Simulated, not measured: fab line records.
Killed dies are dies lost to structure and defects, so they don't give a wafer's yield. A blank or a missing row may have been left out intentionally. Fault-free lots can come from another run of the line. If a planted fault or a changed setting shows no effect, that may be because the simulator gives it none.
Chamber matching	flow n5_finfet	4 sister chambers for N5_BEOL_M8_ALD_77 on ald_metal-01
The step deposits TaN, target thk 2 nm, pulse time 2 s, purge time 3 s. 4 wafers are shown with their chamber, then 7 later ones without.

== WAFERS, EACH WITH ITS CHAMBER ==
wafer	chamber	heater_power_w (W)
L084.3	3	372
L084.4	2	404
L090.2	0	444
L090.4	1	436

== WAFERS WHOSE CHAMBER IS MISSING ==
wafer	heater_power_w (W)
L090.6	378
L093.1	375
L093.2	415
L093.3	446
L095.1	397
L095.3	441
L095.6	446

== WHICH CHAMBER EACH ONE RAN IN ==
wafer	from the rows above	in truth
L090.6	3	3
L093.1	3	3
L093.2	can't be placed: 2 or 1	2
L093.3	can't be placed: 0 or 1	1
L095.1	2	2
L095.3	can't be placed: 0 or 1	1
L095.6	can't be placed: 0 or 1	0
3 of 7 placed correctly. From these rows, 4 cannot be placed; in 4 the true chamber is one of the candidates. Number placed wrongly: 0.
How it was worked out, from the rows above alone: a wafer's distance from a chamber is the root of the sum, over the readings, of the square of ((its reading less the chamber's mean) divided by the reading's scatter). If the next closest chamber is less than 2 further off than the closest, the wafer can't be placed; otherwise it belongs to the closest. The mean given for a chamber averages the wafers shown for that chamber. The scatter: root of mean squared gap, hidden wafer to nearest shown wafer, with one shown wafer a chamber.
